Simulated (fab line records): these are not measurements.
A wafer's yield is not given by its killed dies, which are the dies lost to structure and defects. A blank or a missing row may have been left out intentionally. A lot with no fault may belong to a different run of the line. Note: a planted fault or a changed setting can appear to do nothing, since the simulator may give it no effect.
Comparing a struck lot with a sound one / flow n5Finfet / 18 steps out of a route of 1938
Sound: the wafers L234.2, L234.3, L234.5. The struck wafers were L238.2, L238.3, L238.4. At the end, the cause is stated.
For every step that has rows: the tool of each side, followed by ch and its chambers, followed by its first start. Under that, the readings that differ: sound wafers / struck wafers / difference of the means / sigmas: that difference in standard deviations of wafers without a fault.
alike: readings whose means differ by less than 2 such deviations, and words and numbers that are the same on both sides. not compared: withheld readings, readings that some wafer has no value for, bounds like >300 that may hide the same value, and numbers for which the record gives no deviation and whose values overlap.
A row with sigmas, a row that says differs or no value, or rows on one side alone: a step with any of these is where the two part. When numbers do not overlap yet have no deviation, they are printed without sigmas and do not part them. A reading missing from all wafers of one side parts the sides only when that side holds two or more wafers.

first, 9 steps without rows for these wafers: N5_SD_EPI_P_COAT_35 (time 60 s, resist thk 35 nm); N5_SD_EPI_P_COAT_03 (resist thk 150 nm); N5_SD_EPI_P_EBR_05; N5_SD_EPI_P_SOFTBAKE_04 (time 60 s); N5_SD_EPI_P_EXPOSE_06 (exposes mask SD P BLK, target cd 240 nm); N5_SD_EPI_P_PEB_07 (peb time 60 s); N5_SD_EPI_P_DEVELOP_08 (develop time 30 s); N5_SD_EPI_P_DESCUM_14 (chemistry O2, time 7.9 s); N5_SD_EPI_P_ETCH_36 (etches SiARC in CF4, target depth 45.5 nm, time 75.8 s).
N5_SD_EPI_P_ETCH_37: etches SOC in N2/H2, overetch 108 nm, time 486 s.
  sound on rieDiel-06 ch 0,3, day 4 05:23; struck on rieDiel-06 ch 0,1,3, day 5 05:41
reading=rfFwdPowerW (W); sound=2982 2996 2998; struck=3719 3714 3722; difference=+726; sigmas=+76
reading=rfVppV (V); sound=241.7 239.3 240.2; struck=222.1 222.3 223.7; difference=-17.7; sigmas=-15
reading=model.SD_EPI_P.cdNm (nm); sound=239.6 239 240; struck=243.2 244.4 244.2; difference=+4.4; sigmas=
reading=model.SiARC_of_SD_EPI_P_COAT_35.thkNm (nm); sound=20 20.4 20.6; struck=17.2 17.6 16.6; difference=-3.2; sigmas=
  alike: biasW, drypumpMotorCurrentA, oesProductAu, showerheadPlenumPTorr, throttleValvePct
  not compared: rfHoursCounterH
then, 1 step without rows for these wafers: N5_SD_EPI_P_STRIP_38 (strips in N2/H2).
N5_SD_EPI_P_ETCHBACK_46: etches SiNx in CH3F/O2, stops on SiO2, target depth 17.5 nm.
  sound on rieDiel-06 ch 0,3, day 4 05:42; struck on rieDiel-06 ch 0,1,3, day 5 06:00
reading=model.SiARC_of_SD_EPI_P_COAT_35.thkNm (nm); sound=15.4 16 16.2; struck=12.8 13.2 12; difference=-3.2; sigmas=
  alike: O2_flow_sccm, biasW, drypumpMotorCurrentA, oesProductAu, rfVppV, showerheadPlenumPTorr, throttleValvePct
  not compared: rfHoursCounterH
then, 3 steps without rows for these wafers: N5_SD_EPI_P_ETCH_47 (etches SiOCN in CH3F/O2, target depth 25 nm); N5_SD_EPI_P_ETCH_16 (etches SiO2 in CHF3/O2, target depth 5 nm); N5_SD_EPI_P_STRIP_50 (strips in CHF3/O2).
N5_SD_EPI_P_SD_RECESS_17: chemistry HBr/Cl2/O2, target depth 39.1 nm, bt time 3 s.
  sound on rieSi-05 ch 0,2, day 4 05:58; struck on rieSi-04 ch 0,1,2, day 5 06:16
reading=O2_flow_sccm (sccm); sound=12.06 12.08 12.04; struck=11.98 11.98 11.97; difference=-0.08; sigmas=-2
reading=model.SD_EPI_P.cdNm (nm); sound=239.6 238.8 240; struck=243.2 244.4 244.2; difference=+4.5; sigmas=
  alike: biasW, drypumpMotorCurrentA, heBacksideLeakSccm, oesProductAu, throttleValvePct
  not compared: rfHoursCounterH
then, 1 step without rows for these wafers: N5_SD_EPI_P_WET_ETCH_45 (etches SiO2 in dHF, time 10.7 s, target depth 2 nm, rinse time 30 s).
-- here the record skips 5 days between the struck wafers' starts before and after, leaving off in module SD_EPI_P and picking up in module BEOL_M4 (first step shown: number 1111 of the route) --
N5_BEOL_M4_RC_MEAS_101:
  sound on prober-02 ch 0, day 9 15:13; struck on prober-02 ch 0, day 10 10:16
reading=VT_P (mV); sound=-248.2 -246.7 -246.8; struck=-254.9 -253.2 -254.6; difference=-7.0; sigmas=-2
  alike: DIBL_N, DIBL_P, IOFF_N, IOFF_P, ION_N, ION_P, SS_N, SS_P, VT_N

== WHERE THEY PART ==
Last at N5_BEOL_M4_RC_MEAS_101 as far as this record goes, first at N5_SD_EPI_P_ETCH_37.

WHY: whatever the simulator had introduced
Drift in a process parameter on rieDiel-06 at N5_SD_EPI_P_ETCH_37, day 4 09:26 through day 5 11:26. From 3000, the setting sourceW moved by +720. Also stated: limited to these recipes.
